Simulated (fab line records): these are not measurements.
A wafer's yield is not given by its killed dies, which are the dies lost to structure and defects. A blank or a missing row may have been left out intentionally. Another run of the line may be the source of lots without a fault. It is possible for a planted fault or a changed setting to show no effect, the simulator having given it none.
fab line records	flow nandHarc
[record] lots = 5	wafers = 15	lastDay = 24
route steps=1159 shown P_GATE@170
lots that met no fault: from a run of the same line without faults
startH: hours from the record's opening day to when the first of the lot's shown wafers began	waitH: how many hours have passed since the lot's step before this one	" identical to the entry in the row above	L1.1+2: a single row standing in for several wafers	- value missing, or start not given	* or withheld: withheld	< > ~ a bound
route shown NAME@n: names a module that has steps shown in the file, with the first one's number in the route	usual: the fault-free wafers' mean and standard deviation	same: alike in all rows	chamber/n: place in a boat	sites: the reading at each site	_std_site: the standard deviation of these	_edge_site: inner sites' mean taken away from outer sites' mean	radiusMm: how far each site lies from the wafer's centre	mask NAME#n: copy n	behind: the tool/chamber that last shaped the wafer	hold: the reason the lot was held/the length of the hold in hours/how it ended	device: the transistor (n, p or np) that didn't switch	end of line: tests run on the same wafers once the route is complete	a step without rows: its recipe alone	killed: at the first sort, the dies lost to defects and structure; wafer yield is something else	map: per-die view of a wafer (x killed, . not killed, _ where there is no die)
set.NAME: the setting that was run; set.NAME@STEP: the one run at that earlier step	model.NAME: the simulator's own value behind a step, which no gauge read
lots seen at some steps along the route; tables by step, rows by wafer
services: a tool's chamber out of use, with start hour (startH, from the record's first day; less than 0 if before it), hours out, and reason
[[steps]]
[step NHARC_P_GATE_CD_MEAS_46]
[recipe] targetCdNm = 720	landingEnergyEv = 500
[usual] cdNm = 720.2/1.2
lot.wafer	tool	chamber	startH	waitH	cdNm
L233.3	cdSem-01	0	112.37	-	717.0
L233.4	"	0	"	"	719.4
L233.5	"	0	"	"	722.2
L236.2	cdSem-01	0	125.29	-	721.6
L236.4	"	0	"	"	719.4
L236.5	"	0	"	"	719.0
L239.2	cdSem-01	0	152.30	-	719.6
L239.3	"	0	"	"	720.5
L239.4	"	0	"	"	719.9
L249.1	cdSem-01	0	207.69	-	720.9
L249.4	"	0	"	"	718.9
L249.5	"	0	"	"	718.1
L251.1	cdSem-01	0	225.83	-	720.5
L251.5	"	0	"	"	721.1
L251.6	"	0	"	"	718.3
[step NHARC_P_GATE_HARDBAKE_47]
[recipe] tempC = 125	timeS = 80
[step NHARC_P_GATE_DESCUM_48]
[recipe] timeS = 3	o2FlowSccm = 200	arFlowSccm = 0	biasPowerW = 0	chemistry = O2
[usual] drypumpMotorCurrentA = 5.80/0.26	oesProductAu = 1.001/0.008	rfVppV = 57.8/0.9	showerheadPlenumPTorr = 1.95/0.085	throttleValvePct = 11.311/0.0082
lot.wafer	tool	chamber	startH	waitH	drypumpMotorCurrentA	oesProductAu	rfHoursCounterH	rfVppV	showerheadPlenumPTorr	throttleValvePct
L233.4	rieDiel-10	2	112.53	-	6.04	1.008	17	56.9	1.99	11.310
L233.3	"	0	"	"	5.30	1.000	20	55.7	2.03	11.301
L233.5	"	2	"	"	6.00	1.011	-	57.8	1.99	11.303
L236.2	rieDiel-10	3	125.46	-	5.86	0.989	18	58.1	2.05	11.317
L236.4	"	0	"	"	5.31	1.000	22	57.0	2.03	11.320
L236.5	"	3	"	"	5.89	0.994	-	56.9	2.05	11.306
L239.4	rieDiel-10	1	152.58	-	5.63	1.022	25	57.1	1.92	11.304
L239.2	"	3	"	"	5.89	0.998	22	57.9	2.05	11.316
L239.3	"	0	"	"	5.30	1.009	26	57.7	2.03	11.312
L249.1	rieDiel-03	3	207.86	-	6.05	1.010	69	57.5	1.98	11.323
L249.4	"	0	"	"	5.48	0.999	42	56.4	1.96	11.313
L249.5	"	2	"	"	5.73	1.003	-	57.9	1.96	11.309
L251.1	rieDiel-10	3	226.12	-	5.90	0.993	10	58.4	2.04	11.310
L251.5	"	2	"	"	6.07	1.001	-	59.0	1.98	11.316
L251.6	"	3	"	"	5.90	0.999	-	58.7	2.04	11.310
[step NHARC_P_GATE_IMPLANT_49]
[recipe] energyKev = 30	doseCm2 = 3e+15	tiltDeg = 7
[step NHARC_P_GATE_STRIP_111]
[recipe] powerW = 1500	tempC = 110	timeS = 250	chemistry = N2/H2
[usual] drypumpMotorCurrentA = 6.1/0.31	heaterPowerW = 80/4.2
lot.wafer	tool	chamber	startH	waitH	drypumpMotorCurrentA	heaterPowerW	rfHoursCounterH
L233.3	plasmaAsher-01	0	113.00	0.2	6.3	76	-
L233.4	"	1	"	"	5.6	87	-
L233.5	"	1	"	"	5.6	87	-
L236.2	plasmaAsher-01	0	125.82	0.2	6.2	75	5
L236.4	"	1	"	"	5.6	87	-
L236.5	"	1	"	"	5.6	88	-
L239.2	plasmaAsher-01	0	153.00	0.2	6.2	75	14
L239.4	"	1	"	"	5.6	86	-
L239.3	"	0	"	"	6.2	73	-
L249.1	plasmaAsher-02	0	208.22	0.2	5.9	80	5
L249.4	"	1	"	"	6.4	79	-
L249.5	"	1	"	"	6.4	78	-
L251.1	plasmaAsher-01	1	226.48	0.2	5.6	87	40
L251.6	"	1	"	"	5.6	87	-
L251.5	"	0	"	"	6.2	76	-
[step NHARC_P_GATE_STRIP_75]
[recipe] powerW = 1500	tempC = 250	chemistry = O2
[usual] drypumpMotorCurrentA = 6.1/0.31	heaterPowerW = 301/16
lot.wafer	tool	chamber	startH	waitH	drypumpMotorCurrentA	heaterPowerW	rfHoursCounterH
L233.3	plasmaAsher-01	0	113.22	0.2	6.2	277	-
L233.4	"	1	"	"	5.6	324	-
L233.5	"	1	"	"	5.6	322	-
L236.2	plasmaAsher-01	0	126.12	0.3	6.2	283	5
L236.4	"	1	"	"	5.6	321	-
L236.5	"	1	"	"	5.6	323	-
L239.2	plasmaAsher-01	0	153.27	0.2	6.2	284	14
L239.4	"	1	"	"	5.6	321	-
L239.3	"	0	"	"	6.3	274	-
L249.1	plasmaAsher-02	0	208.52	0.3	5.9	295	6
L249.4	"	1	"	"	6.4	304	-
L249.5	"	1	"	"	6.4	295	-
L251.1	plasmaAsher-01	1	226.77	0.2	5.6	333	40
L251.6	"	1	"	"	5.6	333	-
L251.5	"	0	"	"	6.2	280	-
[step NHARC_P_GATE_STRIP_50]
[recipe] timeS = 900	tempC = 130	chemistry = SPM
[step NHARC_P_GATE_DEHYDRATE_51]
[recipe] tempC = 150	timeS = 120
[step NHARC_P_GATE_HMDS_52]
[recipe] timeS = 30
[step NHARC_P_GATE_COAT_53]
[recipe] spinRpm = 3000
[step NHARC_P_GATE_SOFTBAKE_54]
[recipe] tempC = 122	timeS = 95
[step NHARC_P_GATE_EBR_55]
[step NHARC_P_GATE_EXPOSE_56]
[recipe] na = 0.6	targetCdNm = 720	doseMj = 14.81	maskId = P_PSD
lot.wafer	tool	chamber	startH	waitH	mask
L233.3+4+5	krfScanner-03	0	113.98	-	P_PSD#0
L236.2+4+5	krfScanner-02	0	126.89	-	P_PSD#0
L239.2+3+4	krfScanner-03	0	153.91	-	P_NSD#0
L249.1+4+5	krfScanner-02	0	209.29	-	P_PSD#0
L251.1+5+6	krfScanner-02	0	227.55	-	P_PSD#0
[step NHARC_P_GATE_PEB_57]
[recipe] pebTempC = 118	pebTimeS = 85
[step NHARC_P_GATE_DEVELOP_58]
[recipe] timeS = 70
[step NHARC_P_GATE_CD_MEAS_59]
[recipe] targetCdNm = 720	landingEnergyEv = 500
[usual] cdNm = 719.3/1.3
lot.wafer	tool	chamber	startH	waitH	cdNm
L233.3	cdSem-03	0	114.14	-	719.6
L233.4	"	0	"	"	717.9
L233.5	"	0	"	"	719.4
L236.2	cdSem-03	0	127.04	-	719.2
L236.4	"	0	"	"	719.1
L236.5	"	0	"	"	718.5
L239.2	cdSem-03	0	154.06	-	-
L239.3	"	0	"	"	-
L239.4	"	0	"	"	-
L249.1	cdSem-01	0	209.45	-	721.1
L249.4	"	0	"	"	719.4
L249.5	"	0	"	"	720.9
L251.1	cdSem-03	0	227.71	-	719.1
L251.5	"	0	"	"	720.1
L251.6	"	0	"	"	718.7
[step NHARC_P_GATE_HARDBAKE_60]
[recipe] tempC = 125	timeS = 80
[[services]]
tool	chamber	startH	hours	kind
plasmaAsher-01	-	94.24	3.7	repair
krfScanner-02	-	95.81	1.6	repair
plasmaAsher-01	-	99.58	9.0	pm
plasmaAsher-01	0	99.58	9.0	ventCycle
plasmaAsher-01	1	99.58	9.0	ventCycle
rieDiel-10	0	106.59	-	clean
rieDiel-10	1	106.59	-	clean
rieDiel-10	2	106.59	-	clean
rieDiel-10	3	106.59	-	clean
plasmaAsher-01	0	108.58	-	clean
plasmaAsher-01	1	108.58	-	clean
rieDiel-10	-	126.92	0.3	repair
rieDiel-10	0	131.29	-	clean
rieDiel-03	1	143.12	29.9	repair
krfScanner-02	-	146.76	0.7	repair
rieDiel-03	0	148.97	56.9	repair
krfScanner-03	-	168.00	4.0	pm
krfScanner-02	-	172.61	0.6	repair
rieDiel-10	-	176.58	9.0	pm
plasmaAsher-02	-	183.22	9.0	pm
rieDiel-10	0	188.05	8.4	repair
krfScanner-02	-	210.00	4.0	pm
rieDiel-03	-	215.30	9.0	pm
rieDiel-03	0	224.77	8.1	repair
[[key]]
[firstSign] step = NHARC_P_GATE_EXPOSE_56	reading = mask	direction = changed
[effect] step = NHARC_P_GATE_CD_MEAS_59	reading = cdNm	direction = missing
metAt NHARC_P_GATE_EXPOSE_56
struckWafers L239.2,L239.3,L239.4
laterRowsLeftOut L239.2,L239.3,L239.4
sortLeftOut L239.2,L239.3,L239.4
testerLeftOut L239
onsetBetween 113.98 153.91
[fault] kind = wrongMask	tool = any	chamber = -	onsetH = 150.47	steps = NHARC_P_GATE_EXPOSE_56	auxCopy = P_NSD#0	scope = struckLotsOnly
// testerLeftOut: of these lots the tester's yield and bins aren't shown, on N5 and GAA mostly nor the transistor test; their killed dies are dies lost to structure and defects alone, not to doping, threshold or leakage, so they don't give the yield
// sortLeftOut: the simulated sort isn't trusted on such a fault, so these wafers' sort isn't shown, and their yield isn't known
// laterRowsLeftOut: the simulator's readings of these wafers behind a module that went badly wrong aren't trusted and aren't shown, but for the sort
